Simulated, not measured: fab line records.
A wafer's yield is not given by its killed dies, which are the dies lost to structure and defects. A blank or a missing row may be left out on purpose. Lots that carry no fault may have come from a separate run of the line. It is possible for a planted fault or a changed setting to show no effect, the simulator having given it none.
Chamber matching + flow nand-harc + 4 sister chambers for NHARC_A_DECK1_JOINT_CMP_13 on cmp-01
The step polishes, target thk 51.023 nm. 7 wafers are shown with their chamber, then 6 later ones without.

## EACH WAFER AND ITS CHAMBER
| wafer  | chamber | motor-current-A (A) | time-to-endpoint-s (s) |
|--------|---------|---------------------|------------------------|
| L891.4 | 2       | 8.5                 | 12.3                   |
| L891.6 | 0       | 11.5                | 11.5                   |
| L897.4 | 0       | 11.2                | 7.3                    |
| L901.6 | 1       | 9.6                 | 9.6                    |
| L902.3 | 3       | 12.8                | 7.7                    |
| L902.4 | 1       | 9.4                 | 7.4                    |
| L902.6 | 3       | 12.8                | 8.8                    |

## WAFERS WHOSE CHAMBER IS MISSING
| wafer  | motor-current-A (A) | time-to-endpoint-s (s) |
|--------|---------------------|------------------------|
| L908.1 | 9.9                 | 9.1                    |
| L908.2 | 11.1                | 10.0                   |
| L908.4 | 13.2                | 10.2                   |
| L910.2 | 8.5                 | 6.9                    |
| L910.3 | 12.4                | 7.4                    |
| L910.5 | 11.4                | 7.4                    |

## WHICH CHAMBER EACH ONE RAN IN
| wafer  | from the rows above | in truth |
|--------|---------------------|----------|
| L908.1 | 1                   | 1        |
| L908.2 | 0                   | 0        |
| L908.4 | 3                   | 3        |
| L910.2 | 2                   | 2        |
| L910.3 | 3                   | 3        |
| L910.5 | 0                   | 0        |
6 of 6 placed correctly. Left unplaced by these rows: 0. Wrongly placed: 0.
How it was worked out, from the rows above alone: a wafer's distance from a chamber is the root of the sum, over the readings, of the square of ((its reading less the chamber's mean) divided by the reading's scatter). The wafer belongs to the nearest chamber; if the next one is less than 2 further off, it can't be placed. A chamber's mean is the mean of its shown wafers. The scatter is the square root of a quotient: the sum, over the shown wafers, of each reading's squared deviation from its chamber's mean, divided by wafers minus chambers.
